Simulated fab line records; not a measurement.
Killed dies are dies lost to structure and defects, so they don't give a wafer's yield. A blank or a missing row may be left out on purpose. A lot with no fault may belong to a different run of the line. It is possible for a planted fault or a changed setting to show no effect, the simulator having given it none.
Split-lot trial :: flow n5_finfet :: 7 lots, 21 wafers read, on a route of 1938 steps

## ABOUT THE SPLIT
At N5_BEOL_M10_COAT_59 (time 60 s, resist thk 100 nm), the setting spin_rpm was moved away from the recipe's 1500 rpm on 7 of the 21 wafers read, by -6.4% to +7.7%. For the rest of the wafers, this setting stayed at what the recipe calls for.

## FROM THE SPLIT TO THE READING: what the file shows between them, 7 steps
- N5_BEOL_M10_COAT_60: time 60 s, resist thk 30 nm
- N5_BEOL_M10_COAT_05: resist thk 90 nm
- N5_BEOL_M10_DESCUM_16: chemistry O2, time 7.9 s
- N5_BEOL_M10_ETCH_61: etches SiARC in CF4, target depth 39 nm, time 65 s
- N5_BEOL_M10_ETCH_62: etches SOC in N2/H2, target depth 110 nm, overetch 22 nm, time 165 s
- N5_BEOL_M10_STRIP_68: strips in N2/H2
- N5_BEOL_M10_STRIP_67: strips in CF4

## THE READING
SOC_of_BEOL_M10_COAT_59.thk_nm (the simulator's own value, which no gauge read), in nm, at N5_BEOL_M10_HM_OPEN_17 (chemistry Cl2/BCl3, target TiN, target depth 20 nm, overetch 6 nm). The file gives no usual value for it. The 14 wafers here that ran the recipe average 91.8 nm, standard deviation 0.25 nm.

wafer: L076.1
tool, chamber at the split: litho_track-05, 0
spin_rpm as run, rpm: 1404
against the recipe: -6.4%
SOC_of_BEOL_M10_COAT_59.thk_nm, nm: 95.2
against lot-mates on the recipe: +2.8

wafer: L076.2
tool, chamber at the split: litho_track-05, 0
spin_rpm as run, rpm: 1500
against the recipe: recipe
SOC_of_BEOL_M10_COAT_59.thk_nm, nm: 92.4
against lot-mates on the recipe: -

wafer: L076.5
tool, chamber at the split: litho_track-05, 0
spin_rpm as run, rpm: 1404
against the recipe: -6.4%
SOC_of_BEOL_M10_COAT_59.thk_nm, nm: 95.4
against lot-mates on the recipe: +3.0

wafer: L077.4
tool, chamber at the split: litho_track-03, 0
spin_rpm as run, rpm: 1500
against the recipe: recipe
SOC_of_BEOL_M10_COAT_59.thk_nm, nm: 91.6
against lot-mates on the recipe: -

wafer: L077.5
tool, chamber at the split: litho_track-03, 0
spin_rpm as run, rpm: 1500
against the recipe: recipe
SOC_of_BEOL_M10_COAT_59.thk_nm, nm: 91.8
against lot-mates on the recipe: -

wafer: L077.6
tool, chamber at the split: litho_track-03, 0
spin_rpm as run, rpm: 1500
against the recipe: recipe
SOC_of_BEOL_M10_COAT_59.thk_nm, nm: 92
against lot-mates on the recipe: -

wafer: L082.1
tool, chamber at the split: litho_track-05, 0
spin_rpm as run, rpm: 1500
against the recipe: recipe
SOC_of_BEOL_M10_COAT_59.thk_nm, nm: 91.8
against lot-mates on the recipe: -

wafer: L082.5
tool, chamber at the split: litho_track-05, 0
spin_rpm as run, rpm: 1500
against the recipe: recipe
SOC_of_BEOL_M10_COAT_59.thk_nm, nm: 91.8
against lot-mates on the recipe: -

wafer: L082.2
tool, chamber at the split: litho_track-05, 0
spin_rpm as run, rpm: 1500
against the recipe: recipe
SOC_of_BEOL_M10_COAT_59.thk_nm, nm: 92.2
against lot-mates on the recipe: -

wafer: L084.2
tool, chamber at the split: litho_track-05, 0
spin_rpm as run, rpm: 1500
against the recipe: recipe
SOC_of_BEOL_M10_COAT_59.thk_nm, nm: 91.8
against lot-mates on the recipe: -

wafer: L084.5
tool, chamber at the split: litho_track-05, 0
spin_rpm as run, rpm: 1500
against the recipe: recipe
SOC_of_BEOL_M10_COAT_59.thk_nm, nm: 91.8
against lot-mates on the recipe: -

wafer: L084.6
tool, chamber at the split: litho_track-05, 0
spin_rpm as run, rpm: 1500
against the recipe: recipe
SOC_of_BEOL_M10_COAT_59.thk_nm, nm: 91.8
against lot-mates on the recipe: -

wafer: L089.1
tool, chamber at the split: litho_track-03, 0
spin_rpm as run, rpm: 1500
against the recipe: recipe
SOC_of_BEOL_M10_COAT_59.thk_nm, nm: 92
against lot-mates on the recipe: -

wafer: L089.4
tool, chamber at the split: litho_track-03, 0
spin_rpm as run, rpm: 1615
against the recipe: +7.7%
SOC_of_BEOL_M10_COAT_59.thk_nm, nm: 88
against lot-mates on the recipe: -4.0

wafer: L089.6
tool, chamber at the split: litho_track-03, 0
spin_rpm as run, rpm: 1615
against the recipe: +7.7%
SOC_of_BEOL_M10_COAT_59.thk_nm, nm: 88
against lot-mates on the recipe: -4.0

wafer: L093.2
tool, chamber at the split: litho_track-05, 0
spin_rpm as run, rpm: 1588
against the recipe: +5.9%
SOC_of_BEOL_M10_COAT_59.thk_nm, nm: 89.6
against lot-mates on the recipe: no lot-mate on the recipe

wafer: L093.4
tool, chamber at the split: litho_track-05, 0
spin_rpm as run, rpm: 1588
against the recipe: +5.9%
SOC_of_BEOL_M10_COAT_59.thk_nm, nm: 90
against lot-mates on the recipe: no lot-mate on the recipe

wafer: L093.5
tool, chamber at the split: litho_track-05, 0
spin_rpm as run, rpm: 1588
against the recipe: +5.9%
SOC_of_BEOL_M10_COAT_59.thk_nm, nm: 89.8
against lot-mates on the recipe: no lot-mate on the recipe

wafer: L094.1
tool, chamber at the split: litho_track-03, 0
spin_rpm as run, rpm: 1500
against the recipe: recipe
SOC_of_BEOL_M10_COAT_59.thk_nm, nm: 91.6
against lot-mates on the recipe: -

wafer: L094.2
tool, chamber at the split: litho_track-03, 0
spin_rpm as run, rpm: 1500
against the recipe: recipe
SOC_of_BEOL_M10_COAT_59.thk_nm, nm: 91.6
against lot-mates on the recipe: -

wafer: L094.4
tool, chamber at the split: litho_track-03, 0
spin_rpm as run, rpm: 1500
against the recipe: recipe
SOC_of_BEOL_M10_COAT_59.thk_nm, nm: 91.4
against lot-mates on the recipe: -

THE FIT
A straight line over all 21 wafers: SOC_of_BEOL_M10_COAT_59.thk_nm changes by -0.467 nm for each +1% of spin_rpm; r = -0.98; the points scatter about the line by 0.38 nm.
The same after taking each lot's own level away (the mean of its wafers on the recipe; 18 wafers): -0.493 nm for each +1%; r = -1.00; scatter 0.16 nm.
According to that fit, moving spin_rpm by its largest amount changes the reading by 3.8 nm.
From 91.53 to 92.40 nm: that is the span of the lots' own levels, equal to 3.5 times the standard deviation above.
Consequently the slope shifts little with the lot-to-lot level, the two slopes agreeing.
Check: for one of the wafers moved furthest among these (+7.7%), held out of the fit, the line's prediction against its lot-mates is -3.74 nm. It came out at -4 nm against them.

## OTHER SPLITS APPLIED TO THESE WAFERS
Before the reading, these wafers also passed through other splits. Each is held against what the fit with the lots' levels taken away leaves over:
other split on the same wafers: N5_BEOL_M9_EXPOSE_08 dose_mj
wafers away from the commonest value: 8
r with SOC_of_BEOL_M10_COAT_59.thk_nm (lot level and that fit taken away): -0.43

other split on the same wafers: N5_BEOL_M9_STRIP_19 power_w
wafers away from the commonest value: 9
r with SOC_of_BEOL_M10_COAT_59.thk_nm (lot level and that fit taken away): -0.13

other split on the same wafers: N5_BEOL_M10_PECVD_70 time_s
wafers away from the commonest value: 7
r with SOC_of_BEOL_M10_COAT_59.thk_nm (lot level and that fit taken away): -0.32

## THE WHOLE CHAIN: every reading that the file lists as answering this split, in the file's order
step: N5_BEOL_M10_COAT_59
what it does: time 60 s, resist thk 100 nm
reading: SOC_of_BEOL_M10_COAT_59.thk_nm (the simulator's own value, which no gauge read)
change (the file's fit): -0.477 nm for each +1% of the setting
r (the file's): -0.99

step: N5_BEOL_M10_ETCH_62
what it does: etches SOC in N2/H2, target depth 110 nm, overetch 22 nm, time 165 s
reading: etch.depth_nm (the simulator's own value, which no gauge read)
change (the file's fit): -0.479 nm for each +1% of the setting
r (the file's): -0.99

step: N5_BEOL_M10_HM_OPEN_17
what it does: chemistry Cl2/BCl3, target TiN, target depth 20 nm, overetch 6 nm
reading: SOC_of_BEOL_M10_COAT_59.thk_nm (the simulator's own value, which no gauge read)
change (the file's fit): -0.494 nm for each +1% of the setting
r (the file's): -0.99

## THE FILE'S OWN FIT
SOC_of_BEOL_M10_COAT_59.thk_nm changes by -0.494 nm for each +1% of spin_rpm, r = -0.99.
